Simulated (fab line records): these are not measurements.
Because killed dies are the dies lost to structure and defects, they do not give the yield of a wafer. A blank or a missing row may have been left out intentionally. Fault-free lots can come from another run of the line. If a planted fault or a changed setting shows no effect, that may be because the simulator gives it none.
Matching of chambers | flow nand harc | 4 sister chambers for NHARC_A_CHANNEL_FILL_D2_CMP_10 on cmp-04
The step polishes, target thk 150 nm. 4 wafers are shown with their chamber, then 7 later ones without.

== EACH WAFER AND ITS CHAMBER ==
wafer  | chamber | motor current A (A)
L080.1 | 0       | 8.5
L088.5 | 1       | 11.8
L090.1 | 3       | 13.1
L090.2 | 2       | 11.7

== WAFERS WHOSE CHAMBER IS MISSING ==
wafer  | motor current A (A)
L090.4 | 8.2
L095.1 | 11.0
L095.2 | 8.3
L095.4 | 11.5
L096.2 | 8.2
L096.3 | 11.7
L096.6 | 11.2

== CHAMBER TAKEN BY EACH ==
wafer  | from the rows above     | in truth
L090.4 | 0                       | 0
L095.1 | can't be placed: 2 or 1 | 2
L095.2 | 0                       | 0
L095.4 | can't be placed: 2 or 1 | 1
L096.2 | 0                       | 0
L096.3 | can't be placed: 2 or 1 | 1
L096.6 | can't be placed: 2 or 1 | 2
Correctly placed: 3 of 7. Unplaceable from these rows: 4, with the true chamber sitting among the candidates in 4. Wrongly placed: 0.
How it was worked out, from the rows above alone: a wafer's distance from a chamber is the root of the sum, over the readings, of the square of ((its reading less the chamber's mean) divided by the reading's scatter). The wafer belongs to the nearest chamber; if the next one is less than 2 further off, it can't be placed. A chamber's mean is the mean of its shown wafers. The scatter: root of mean squared gap, hidden wafer to nearest shown wafer, with one shown wafer a chamber.
